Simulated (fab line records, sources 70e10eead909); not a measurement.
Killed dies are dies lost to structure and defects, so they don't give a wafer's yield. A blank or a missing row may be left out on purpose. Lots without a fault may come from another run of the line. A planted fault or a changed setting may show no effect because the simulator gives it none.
Chamber matching | flow nand_harc | NHARC_P_BONDPAD_DESCUM_11 on rie_diel-07: 4 sister chambers
The step chemistry O2, time 3 s. 4 wafers are shown with their chamber, then 12 later ones without.

WAFERS WITH THEIR CHAMBER
wafer  | chamber | drypump_motor_current_A (A)
L091.4 | 3       | 5.61
L093.1 | 1       | 5.74
L093.3 | 2       | 5.82
L093.6 | 0       | 5.95

WAFERS WITHOUT THEIR CHAMBER
wafer  | drypump_motor_current_A (A)
L094.2 | 5.94
L094.3 | 5.80
L094.4 | 5.61
L095.1 | 5.81
L095.2 | 5.66
L095.4 | 5.94
L097.1 | 5.94
L097.4 | 5.75
L097.6 | 5.94
L096.1 | 5.64
L096.3 | 5.97
L096.5 | 5.76

WHICH CHAMBER EACH WENT THROUGH
wafer  | from the rows above     | in truth
L094.2 | 0                       | 0
L094.3 | can't be placed: 2 or 1 | 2
L094.4 | 3                       | 3
L095.1 | 2                       | 2
L095.2 | can't be placed: 3 or 1 | 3
L095.4 | 0                       | 0
L097.1 | 0                       | 0
L097.4 | 1                       | 1
L097.6 | 0                       | 0
L096.1 | 3                       | 3
L096.3 | 0                       | 0
L096.5 | can't be placed: 1 or 2 | 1
Placed correctly: 9 of 12. Can't be placed from these rows: 3 (the true chamber is among the candidates in 3). Placed wrongly: 0.
How it was worked out, from the rows above alone: a wafer's distance from a chamber is the root of the sum, over the readings, of the square of ((its reading less the chamber's mean) divided by the reading's scatter). The wafer belongs to the nearest chamber; if the next one is less than 2 further off, it can't be placed. A chamber's mean is the mean of its shown wafers. The scatter: with one shown wafer a chamber, the root of the mean of the squares of how far each hidden wafer lies from its nearest shown one.
